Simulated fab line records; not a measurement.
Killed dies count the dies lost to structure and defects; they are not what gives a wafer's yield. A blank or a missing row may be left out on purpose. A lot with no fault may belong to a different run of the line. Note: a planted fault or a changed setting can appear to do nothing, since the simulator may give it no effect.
fab line records + flow nandHarc
record
- lots=4
- wafers=12
- lastDay=24
route steps=1159 shown A_CHANNEL_HOLE_D1@450 END@1159
lots with no fault: from the same line, run without faults
startH: start of the lot's first displayed wafer, in hours after the record's first day + waitH: hours since the lot's step before + " unchanged from the row above + L1.1+2: a row that stands for several wafers + - no value present, or no start provided + * or withheld: withheld + < > ~ a bound
route shown NAME@n: NAME is a module with steps in the file, n the number in the route of the first one + usual: mean/standard deviation of fault-free wafers + same: alike in all rows + chamber/n: place in a boat + sites: per-site readings + _std_site: standard deviation of those values + _edge_site: the outer-site mean with the inner-site mean subtracted + radiusMm: how far each site lies from the wafer's centre + mask NAME#n: copy n + behind: tool/chamber where the wafer was last shaped + hold: the reason the lot was held/the length of the hold in hours/how it ended + device: transistor that didn't switch, given as n, p or np + end of line: tests run on the same wafers once the route is complete + step lacking rows: just its recipe + killed: the dies lost at the first sort to structure and to defects; this is not the yield of the wafer + map: the dies of a wafer, with x for killed, . for not killed, _ for no die there
set.NAME: the setting that was run; set.NAME@STEP: the one run at that earlier step + model.NAME: the simulator's own value behind a step, which no gauge read
lots at selected steps of the route; one table per step, one row per wafer
services: a tool's chamber out of use, with start hour (startH, from the record's first day; less than 0 if before it), hours out, and reason
## steps
# step NHARC_A_CHANNEL_HOLE_D1_DEP_00
# recipe
- targetThkA=31000
- tempC=400
- material=aC
# step NHARC_A_CHANNEL_HOLE_D1_DEP_01
# recipe
- targetThkA=1400
- targetThkNm=140
- tempC=400
- pressureTorr=3.5
- flowSccm=200
- rfW=350
- material=SiON
# step NHARC_A_CHANNEL_HOLE_D1_DEHYDRATE_02
# recipe
- tempC=150
- timeS=120
# step NHARC_A_CHANNEL_HOLE_D1_HMDS_03
# recipe
- timeS=30
# step NHARC_A_CHANNEL_HOLE_D1_COAT_36
# recipe
- tempC=260
- timeS=75
# step NHARC_A_CHANNEL_HOLE_D1_COAT_37
# recipe
- tempC=225
- timeS=65
# step NHARC_A_CHANNEL_HOLE_D1_COAT_04
# recipe
- spinRpm=1500
- resistThkNm=90
# step NHARC_A_CHANNEL_HOLE_D1_SOFTBAKE_05
# recipe
- tempC=105
- timeS=55
# step NHARC_A_CHANNEL_HOLE_D1_EBR_06
# step NHARC_A_CHANNEL_HOLE_D1_EXPOSE_07
# recipe
- na=1.35
- targetCdNm=100
- sigmaOuter=0.3
- doseMj=59.65
- maskId=HOLE_D1
# step NHARC_A_CHANNEL_HOLE_D1_PEB_08
# recipe
- pebTempC=100
- pebTimeS=65
# usual
- exhaustPa=45.0/0.95
| lot.wafer | tool          | chamber | startH | waitH | exhaustPa |
|-----------|---------------|---------|--------|-------|-----------|
| L597.1    | lithoTrack-04 | 0       | 273.70 | 0.1   | 46.1      |
| L597.5    | "             | 0       | "      | "     | 46.1      |
| L597.6    | "             | 0       | "      | "     | 44.4      |
| L594.3    | lithoTrack-06 | 0       | 273.85 | 0.0   | 44.6      |
| L594.5    | "             | 0       | "      | "     | 45.3      |
| L594.6    | "             | 0       | "      | "     | 45.4      |
| L593.2    | lithoTrack-06 | 0       | 275.56 | 0.1   | 45.7      |
| L593.3    | "             | 0       | "      | "     | 45.1      |
| L593.5    | "             | 0       | "      | "     | 45.6      |
| L601.1    | lithoTrack-04 | 0       | 302.82 | 0.1   | 45.8      |
| L601.3    | "             | 0       | "      | "     | 44.3      |
| L601.5    | "             | 0       | "      | "     | 45.4      |
# step NHARC_A_CHANNEL_HOLE_D1_DEVELOP_09
# recipe
- developTimeS=35
- devTempC=23
# step NHARC_A_CHANNEL_HOLE_D1_CD_MEAS_10
# recipe
- targetCdNm=100
- landingEnergyEv=500
# usual
- cdNm=100.0/0.44
| lot.wafer | tool     | chamber | startH | waitH | cdNm  |
|-----------|----------|---------|--------|-------|-------|
| L597.1    | cdSem-02 | 0       | 273.78 | -     | 99.6  |
| L597.5    | "        | 0       | "      | "     | 99.4  |
| L597.6    | "        | 0       | "      | "     | 99.8  |
| L594.3    | cdSem-03 | 0       | 273.93 | -     | 102.9 |
| L594.5    | "        | 0       | "      | "     | 102.9 |
| L594.6    | "        | 0       | "      | "     | 102.8 |
| L593.2    | cdSem-03 | 0       | 275.64 | -     | 103.4 |
| L593.3    | "        | 0       | "      | "     | 103.1 |
| L593.5    | "        | 0       | "      | "     | 102.4 |
| L601.1    | cdSem-01 | 0       | 302.90 | -     | 100.1 |
| L601.3    | "        | 0       | "      | "     | 100.0 |
| L601.5    | "        | 0       | "      | "     | 99.6  |
# step NHARC_A_CHANNEL_HOLE_D1_DESCUM_15
# recipe
- timeS=3
- o2FlowSccm=200
- arFlowSccm=0
- biasPowerW=0
- chemistry=O2
# usual
- drypumpMotorCurrentA=5.7/0.36
- oesProductAu=1.000/0.0081
- rfVppV=57.8/0.91
- showerheadPlenumPTorr=1.89/0.08
- throttleValvePct=11.311/0.0096
# same
- biasPowerW=0
- timeS=3
| lot.wafer | tool       | chamber | startH | waitH | drypumpMotorCurrentA | oesProductAu | rfHoursCounterH | rfVppV | showerheadPlenumPTorr | throttleValvePct | model.A_CHANNEL_HOLE_D1.cdNm |
|-----------|------------|---------|--------|-------|----------------------|--------------|-----------------|--------|-----------------------|------------------|------------------------------|
| L597.1    | rieDiel-07 | 0       | 273.97 | 0.1   | 6.0                  | 1.010        | 1               | 58.4   | 1.90                  | 11.316           | 99.28                        |
| L597.5    | "          | 3       | "      | "     | 5.7                  | 0.995        | -               | 55.8   | 1.81                  | 11.306           | 99.57                        |
| L597.6    | "          | 0       | "      | "     | 5.9                  | 1.003        | -               | 56.4   | 1.90                  | 11.301           | 99.63                        |
| L594.3    | rieDiel-05 | 3       | 274.12 | 0.1   | 5.0                  | 1.006        | 7               | 57.2   | 1.81                  | 11.303           | 102.8                        |
| L594.5    | "          | 1       | "      | "     | 6.3                  | 1.011        | -               | 58.1   | 2.02                  | 11.301           | 103.1                        |
| L594.6    | "          | 2       | "      | "     | 5.5                  | 0.996        | -               | 56.1   | 1.84                  | 11.320           | 103.2                        |
| L593.3    | rieDiel-05 | 3       | 275.83 | 0.1   | 5.0                  | 0.996        | 8               | 57.9   | 1.81                  | 11.314           | 102.8                        |
| L593.2    | "          | 1       | "      | "     | 6.3                  | 1.002        | 8               | 57.7   | 2.02                  | 11.291           | 103.4                        |
| L593.5    | "          | 3       | "      | "     | 5.0                  | 0.999        | -               | 55.9   | 1.81                  | 11.308           | 102                          |
| L601.1    | rieDiel-05 | 0       | 303.10 | 0.1   | 6.0                  | 1.006        | 8               | 58.1   | 1.86                  | 11.312           | 100.5                        |
| L601.3    | "          | 1       | "      | "     | 6.3                  | 1.004        | 11              | 56.8   | 2.02                  | 11.311           | 100.7                        |
| L601.5    | "          | 2       | "      | "     | 5.5                  | 1.009        | -               | 57.3   | 1.84                  | 11.298           | 99.88                        |
# step NHARC_A_CHANNEL_HOLE_D1_ETCH_38
# recipe
- targetDepthA=390
- overEtchFrac=0.3
- timeS=65
- ionEnergyEv=80
- cf4FlowSccm=150
- arFlowSccm=0
- rfW=300
- biasW=100
- chemistry=CF4
# step NHARC_A_CHANNEL_HOLE_D1_ETCH_39
# recipe
- targetDepthA=2600
- overEtchFrac=0.3
- timeS=325
- ionEnergyEv=200
- n2FlowSccm=150
- h2FlowSccm=150
- arFlowSccm=0
- rfW=400
- biasW=150
- chemistry=N2/H2
# step NHARC_A_CHANNEL_HOLE_D1_ETCH_34
# recipe
- targetDepthA=1540
- timeS=77
- cf4FlowSccm=100
- chf3FlowSccm=30
- arFlowSccm=0
- rfW=500
- biasW=200
- chemistry=CF4/CHF3
# step NHARC_A_CHANNEL_HOLE_D1_ETCH_16
# recipe
- targetDepthA=31000
- overEtchFrac=0.3
- timeS=806
- ionEnergyEv=150
- o2FlowSccm=400
- cosFlowSccm=20
- arFlowSccm=0
- rfW=500
- biasW=300
- chemistry=O2/COS
# step NHARC_A_CHANNEL_HOLE_D1_CD_MEAS_18
# usual
- cdNm=99.4/1.4
| lot.wafer | tool     | chamber | startH | waitH | cdNm  |
|-----------|----------|---------|--------|-------|-------|
| L597.1    | cdSem-02 | -       | 275.07 | -     | 96.8  |
| L597.5    | "        | -       | "      | "     | 98.8  |
| L597.6    | "        | -       | "      | "     | 98.3  |
| L594.3    | cdSem-01 | -       | 275.45 | -     | 102.8 |
| L594.5    | "        | -       | "      | "     | 103.1 |
| L594.6    | "        | -       | "      | "     | 103.4 |
| L593.2    | cdSem-02 | -       | 277.15 | -     | 105.1 |
| L593.3    | "        | -       | "      | "     | 102.3 |
| L593.5    | "        | -       | "      | "     | 103.0 |
| L601.1    | cdSem-01 | -       | 304.21 | -     | 97.4  |
| L601.3    | "        | -       | "      | "     | 98.1  |
| L601.5    | "        | -       | "      | "     | 99.0  |
# step NHARC_A_CHANNEL_HOLE_D1_ETCH_19
# recipe
- biasV=1200
- sourceW=2500
- pressureMtorr=15
- timeS=34.5
- arFlowSccm=375
- c4f8FlowSccm=28.8
- o2FlowSccm=96.2
- tempC=-20
- targetDepthA=*
- chemistry=C4F8/O2/Ar
# step NHARC_A_CHANNEL_HOLE_D1_ETCH_20
# recipe
- biasV=3000
- sourceW=withheld
- pressureMtorr=20
- timeS=361.9
- arFlowSccm=375
- c4f8FlowSccm=89.3
- o2FlowSccm=35.7
- tempC=-20
- targetDepthA=16000
- chemistry=C4F8/O2/Ar
# step NHARC_A_CHANNEL_HOLE_D1_ETCH_21
# recipe
- biasV=3000
- sourceW=withheld
- pressureMtorr=20
- timeS=514.3
- arFlowSccm=375
- c4f8FlowSccm=89.3
- o2FlowSccm=35.7
- tempC=-20
- targetDepthA=16000
- chemistry=C4F8/O2/Ar
# step NHARC_A_CHANNEL_HOLE_D1_ETCH_22
# recipe
- biasV=3000
- sourceW=withheld
- pressureMtorr=20
- timeS=666.7
- arFlowSccm=375
- c4f8FlowSccm=89.3
- o2FlowSccm=35.7
- tempC=-20
- targetDepthA=16000
- chemistry=C4F8/O2/Ar
# step NHARC_A_CHANNEL_HOLE_D1_ETCH_23
# recipe
- biasV=5000
- sourceW=withheld
- pressureMtorr=20
- timeS=819
- arFlowSccm=375
- c4f8FlowSccm=89.3
- o2FlowSccm=35.7
- tempC=-20
- targetDepthA=16000
- chemistry=C4F8/O2/Ar
# step NHARC_A_CHANNEL_HOLE_D1_ETCH_24
# recipe
- biasV=5000
- sourceW=withheld
- pressureMtorr=20
- timeS=906.2
- arFlowSccm=375
- c4f8FlowSccm=93.8
- o2FlowSccm=31.2
- tempC=-20
- targetDepthA=15000
- chemistry=C4F8/O2/Ar
# step NHARC_A_CHANNEL_HOLE_D1_ETCH_25
# recipe
- biasV=5000
- sourceW=withheld
- pressureMtorr=20
- timeS=1040.2
- arFlowSccm=375
- c4f8FlowSccm=93.8
- o2FlowSccm=31.2
- tempC=-20
- targetDepthA=15000
- chemistry=C4F8/O2/Ar
# step NHARC_A_CHANNEL_HOLE_D1_ETCH_26
# recipe
- biasV=300
- sourceW=2000
- pressureMtorr=30
- timeS=224.1
- arFlowSccm=375
- c4f8FlowSccm=11.4
- o2FlowSccm=113.6
- tempC=-20
- targetDepthA=3000
- chemistry=C4F8/O2/Ar
# step NHARC_A_CHANNEL_HOLE_D1_ETCH_33
# recipe
- biasV=400
- sourceW=2000
- pressureMtorr=25
- timeS=90
- arFlowSccm=375
- c4f8FlowSccm=41.7
- o2FlowSccm=83.3
- tempC=-20
- targetDepthA=4000
- chemistry=C4F8/O2/Ar
# step NHARC_A_CHANNEL_HOLE_D1_STRIP_41
# recipe
- n2FlowSccm=150
- h2FlowSccm=150
- arFlowSccm=0
- biasW=0
- chemistry=N2/H2
# step NHARC_A_CHANNEL_HOLE_D1_STRIP_42
# recipe
- cf4FlowSccm=100
- chf3FlowSccm=30
- arFlowSccm=0
- biasW=0
- chemistry=CF4/CHF3
# step NHARC_A_CHANNEL_HOLE_D1_STRIP_43
# recipe
- o2FlowSccm=400
- cosFlowSccm=20
- arFlowSccm=0
- biasW=0
- chemistry=O2/COS
# step NHARC_A_CHANNEL_HOLE_D1_ETCH_44
# recipe
- targetDepthA=1400
- overetchA=140
- timeS=77
- ionEnergyEv=100
- cf4FlowSccm=80
- o2FlowSccm=20
- arFlowSccm=0
- rfW=300
- biasW=100
- chemistry=CF4/O2
# usual
- drypumpMotorCurrentA=5.7/0.33
- oesProductAu=0.999/0.0088
- rfVppV=197.6/1.4
- showerheadPlenumPTorr=1.32/0.053
- throttleValvePct=13.396/0.0083
# same
- timeS=77
| lot.wafer | tool       | chamber | startH | waitH | drypumpMotorCurrentA | oesProductAu | rfHoursCounterH | rfVppV | showerheadPlenumPTorr | throttleValvePct | model.A_CHANNEL_HOLE_D1.cdNm |
|-----------|------------|---------|--------|-------|----------------------|--------------|-----------------|--------|-----------------------|------------------|------------------------------|
| L597.1    | rieDiel-09 | 0       | 279.86 | 0.1   | 5.2                  | 0.995        | 1               | 199.8  | 1.41                  | 13.401           | 89.42                        |
| L597.6    | "          | 3       | "      | "     | 5.6                  | 0.996        | -               | 195.8  | 1.29                  | 13.402           | 89.74                        |
| L597.5    | "          | 0       | "      | "     | 5.2                  | 0.995        | -               | 197.9  | 1.41                  | 13.387           | 89.88                        |
| L594.3    | rieDiel-07 | 1       | 283.88 | 0.1   | 5.6                  | 0.990        | 3               | 197.3  | 1.31                  | 13.391           | 93.66                        |
| L594.6    | "          | 1       | "      | "     | 5.6                  | 0.994        | -               | 198.6  | 1.31                  | 13.390           | 93.91                        |
| L594.5    | "          | 2       | "      | "     | 6.1                  | 1.007        | -               | 198.6  | 1.34                  | 13.399           | 92.69                        |
| L593.2    | rieDiel-05 | 0       | 288.07 | 0.1   | 6.0                  | 1.003        | 8               | 197.7  | 1.30                  | 13.394           | 92.58                        |
| L593.3    | "          | 2       | "      | "     | 5.5                  | 1.013        | 11              | 197.2  | 1.28                  | 13.414           | 93.12                        |
| L593.5    | "          | 0       | "      | "     | 6.0                  | 1.007        | -               | 196.8  | 1.30                  | 13.392           | 92                           |
| L601.1    | rieDiel-07 | 3       | 309.02 | 0.1   | 5.7                  | 0.995        | 5               | 197.0  | 1.26                  | 13.397           | 88.44                        |
| L601.3    | "          | 0       | "      | "     | 5.9                  | 0.997        | 4               | 196.8  | 1.33                  | 13.391           | 89.91                        |
| L601.5    | "          | 2       | "      | "     | 6.2                  | 1.001        | -               | 197.8  | 1.34                  | 13.392           | 90.55                        |
# step NHARC_A_CHANNEL_HOLE_D1_STRIP_27
# recipe
- o2FlowSccm=500
- arFlowSccm=0
- biasW=0
- chemistry=O2
# step NHARC_A_CHANNEL_HOLE_D1_PRECLEAN_28
# recipe
- timeS=*
- tempC=50
- bathAgeMin=0
- chemistry=SC1
# step NHARC_A_CHANNEL_HOLE_D1_SRD_29
# step NHARC_A_CHANNEL_HOLE_D1_CD_MEAS_30
# usual
- cdNm=89.7/0.8
| lot.wafer | tool     | chamber | startH | waitH | cdNm |
|-----------|----------|---------|--------|-------|------|
| L597.1    | cdSem-03 | -       | 280.64 | -     | 88.9 |
| L597.5    | "        | -       | "      | "     | 89.2 |
| L597.6    | "        | -       | "      | "     | 89.2 |
| L594.3    | cdSem-02 | -       | 284.68 | -     | 94.0 |
| L594.5    | "        | -       | "      | "     | 93.0 |
| L594.6    | "        | -       | "      | "     | 93.7 |
| L593.2    | cdSem-01 | -       | 288.86 | -     | 92.2 |
| L593.3    | "        | -       | "      | "     | 93.7 |
| L593.5    | "        | -       | "      | "     | 91.9 |
| L601.1    | cdSem-01 | -       | 309.82 | -     | 88.4 |
| L601.3    | "        | -       | "      | "     | 89.9 |
| L601.5    | "        | -       | "      | "     | 90.7 |
# step NHARC_A_CHANNEL_HOLE_D1_XSEM_31
# recipe
- landingEnergyEv=35000
# usual
- botCdNm=74.3/0.94
- bowNm=8.71/0.25
- tiltDeg=0.07/0.039
| lot.wafer | tool    | chamber | startH | waitH | botCdNm | bowNm | tiltDeg |
|-----------|---------|---------|--------|-------|---------|-------|---------|
| L597.1    | xsem-01 | 0       | 280.73 | 0.1   | 73.6    | 8.98  | 0.12    |
| L597.5    | "       | 0       | "      | "     | 74.0    | 8.95  | 0.12    |
| L597.6    | "       | 0       | "      | "     | 74.4    | 8.90  | 0.12    |
| L594.3    | xsem-02 | 0       | 284.78 | 0.1   | 78.2    | 8.45  | 0.09    |
| L594.5    | "       | 0       | "      | "     | 77.1    | 8.41  | 0.09    |
| L594.6    | "       | 0       | "      | "     | 78.5    | 8.34  | 0.09    |
| L593.2    | xsem-02 | 0       | 288.95 | 0.1   | 77.6    | 8.56  | 0.13    |
| L593.3    | "       | 0       | "      | "     | 78.3    | 8.60  | 0.13    |
| L593.5    | "       | 0       | "      | "     | 76.8    | 8.50  | 0.13    |
| L601.1    | xsem-01 | 0       | 309.91 | 0.1   | 72.3    | 8.55  | 0.01    |
| L601.3    | "       | 0       | "      | "     | 73.7    | 8.58  | 0.01    |
| L601.5    | "       | 0       | "      | "     | 74.9    | 8.46  | 0.01    |
# step NHARC_END_SORT_01
# recipe
- tempC=25
# usual
- killedAtArray=27/11
- killedAtOther=0.8/1.1
- killedAtPeriphery=2.8/1.9
- killedDies=30/11
- killedOpen=3.3/1.8
- killedShort=2.3/1.5
# same
- grossDies=677
| lot.wafer | tool      | chamber | startH | waitH | killedAtArray | killedAtOther | killedAtPeriphery | killedDies | killedOpen | killedShort |
|-----------|-----------|---------|--------|-------|---------------|---------------|-------------------|------------|------------|-------------|
| L594.6    | prober-01 | 0       | 548.45 | 3.9   | 30            | 0             | 4                 | 34         | 7          | 1           |
| L593.2    | prober-01 | 0       | 553.01 | 2.8   | 25            | 1             | 5                 | 31         | 4          | 0           |
| L593.3    | prober-01 | 0       | 553.82 | 3.1   | 20            | 0             | 2                 | 22         | 3          | 2           |
| L593.5    | prober-01 | 0       | 555.45 | 3.7   | 21            | 0             | 3                 | 24         | 5          | 1           |
# killed by level:class
L594.6 A_SLIT:chamberFilmFlake=16 A_CHANNEL_HOLE_D1:chamberFilmFlake=5 A_STAIRCASE:chamberFilmFlake=3 A_CONTACT:chamberFilmFlake=2 P_CONTACT:geometricParticle:open=1 P_M1:geometricParticle:open=1 P_M1:geometricParticle:short=1 P_M2:geometricParticle:open=1
L593.2 A_CHANNEL_HOLE_D1:chamberFilmFlake=8 A_CONTACT:chamberFilmFlake=6 A_SLIT:chamberFilmFlake=4 P_ZERO_WELL:chamberFilmFlake=3 A_STAIRCASE:chamberFilmFlake=3 A_CHANNEL_FILL_D1:chamberFilmFlake=2 P_CONTACT:geometricParticle:open=1 P_M1:geometricParticle:open=1
L593.3 A_CONTACT:chamberFilmFlake=6 A_STAIRCASE:chamberFilmFlake=4 A_CHANNEL_FILL_D1:chamberFilmFlake=3 A_CONTACT:geometricParticle:open=2 A_CHANNEL_HOLE_D1:chamberFilmFlake=2 P_CONTACT:geometricParticle:short=1 A_CHANNEL_FILL_D1:geometricParticle:open=1 A_CONTACT:geometricParticle:short=1
L593.5 A_STAIRCASE:chamberFilmFlake=5 A_CHANNEL_HOLE_D1:chamberFilmFlake=4 A_CHANNEL_FILL_D1:chamberFilmFlake=4 A_CONTACT:chamberFilmFlake=4 A_CONTACT:geometricParticle:open=3 P_STI:geometricParticle:open=1 P_GATE:geometricParticle:short=1 A_CHANNEL_FILL_D1:geometricParticle:open=1
## services
| tool          | chamber | startH | hours | kind      |
|---------------|---------|--------|-------|-----------|
| rieDiel-09    | -       | 254.11 | 9.0   | pm        |
| rieDiel-09    | 0       | 254.11 | 9.0   | ventCycle |
| rieDiel-09    | 1       | 254.11 | 9.0   | ventCycle |
| rieDiel-09    | 2       | 254.11 | 9.0   | ventCycle |
| rieDiel-09    | 3       | 254.11 | 9.0   | ventCycle |
| rieDiel-05    | 0       | 260.17 | 25.8  | repair    |
| rieDiel-07    | 0       | 261.70 | -     | clean     |
| rieDiel-07    | 1       | 261.70 | -     | clean     |
| rieDiel-07    | 2       | 261.70 | -     | clean     |
| rieDiel-07    | 3       | 261.70 | -     | clean     |
| rieDiel-05    | 1       | 270.60 | -     | clean     |
| rieDiel-05    | 2       | 270.60 | -     | clean     |
| rieDiel-05    | 3       | 270.60 | -     | clean     |
| rieDiel-07    | 0       | 286.20 | -     | clean     |
| rieDiel-07    | 1       | 286.20 | -     | clean     |
| rieDiel-07    | 2       | 286.20 | -     | clean     |
| rieDiel-07    | 3       | 286.20 | -     | clean     |
| lithoTrack-06 | -       | 292.00 | 7.0   | pm        |
| rieDiel-05    | 0       | 295.10 | -     | clean     |
| rieDiel-05    | 1       | 295.10 | -     | clean     |
| rieDiel-05    | 2       | 295.10 | -     | clean     |
| rieDiel-05    | 3       | 295.10 | -     | clean     |
| xsem-02       | -       | 302.00 | 14.0  | pm        |
| rieDiel-05    | 2       | 305.78 | 12.0  | repair    |
## key
firstSign
- step=NHARC_A_CHANNEL_HOLE_D1_CD_MEAS_10
- reading=cdNm
- direction=up
- sigmas=6.6
- usual=100.0
- struck=102.9
effect
- step=NHARC_A_CHANNEL_HOLE_D1_CD_MEAS_18
- reading=cdNm
- direction=up
- sigmas=2.8
- usual=99.4
- struck=103.3
effect
- step=NHARC_A_CHANNEL_HOLE_D1_CD_MEAS_30
- reading=cdNm
- direction=up
- sigmas=4.2
- usual=89.7
- struck=93.1
effect
- step=NHARC_A_CHANNEL_HOLE_D1_XSEM_31
- reading=botCdNm
- direction=up
- sigmas=3.6
- usual=74.3
- struck=77.8
modelEffect
- step=NHARC_A_CHANNEL_HOLE_D1_DESCUM_15
- value=A_CHANNEL_HOLE_D1.cdNm
- without=99.89
- struck=102.9
modelEffect
- step=NHARC_A_CHANNEL_HOLE_D1_ETCH_44
- value=A_CHANNEL_HOLE_D1.cdNm
- without=90.01
- struck=92.99
metAt NHARC_A_CHANNEL_HOLE_D1_PEB_08
struckWafers L593.2,L593.3,L593.5,L594.3,L594.5,L594.6
testerLeftOut L593,L594
fault
- kind=processParameterDrift
- tool=lithoTrack-06
- chamber=-
- onsetH=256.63
- steps=NHARC_A_CHANNEL_HOLE_D1_PEB_08
- channel=pebTimeS
- offset=*
- shape=step
- endH=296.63
- actsIn=*
- stated=*
# testerLeftOut: of these lots the tester's yield and bins aren't shown, on N5 and GAA mostly nor the transistor test; their killed dies are dies lost to structure and defects alone, not to doping, threshold or leakage, so they don't give the yield
